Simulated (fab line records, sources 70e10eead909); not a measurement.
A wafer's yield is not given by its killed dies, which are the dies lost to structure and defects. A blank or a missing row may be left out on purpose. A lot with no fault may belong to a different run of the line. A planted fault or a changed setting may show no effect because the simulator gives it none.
Matching of chambers -- flow nand harc -- 4 sister chambers for NHARC_A_WL_FILL_ALD_00 on ald hk-04
The step deposits Al2O3, target thk 3 nm, pulse time 3 s, ald cycles 30. 4 wafers are shown with their chamber, then 7 later ones without.

## EACH WAFER AND ITS CHAMBER
wafer,chamber,heater power w (W)
L839.3,3,511
L839.6,2,420
L853.2,1,513
L853.4,0,365

## WAFERS WITHOUT THEIR CHAMBER
wafer,heater power w (W)
L853.5,520
L850.1,404
L850.2,516
L850.6,375
L854.1,373
L854.4,515
L854.5,367

## CHAMBER TAKEN BY EACH
wafer,from the rows above,in truth
L853.5,can't be placed: 1 or 3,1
L850.1,2,2
L850.2,can't be placed: 1 or 3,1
L850.6,0,0
L854.1,0,0
L854.4,can't be placed: 1 or 3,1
L854.5,0,0
Correct placement for 4 of the 7. Not placeable from these rows: 3 (in 3, the candidates include the true chamber). Wrongly placed: 0.
How it was worked out, from the rows above alone: a wafer's distance from a chamber is the root of the sum, over the readings, of the square of ((its reading less the chamber's mean) divided by the reading's scatter). If the next closest chamber is less than 2 further off than the closest, the wafer can't be placed; otherwise it belongs to the closest. Each chamber's mean is taken over the wafers shown for it. The scatter (one wafer shown for each chamber): square how far every hidden wafer sits from the nearest shown wafer, average those squares and take the square root.
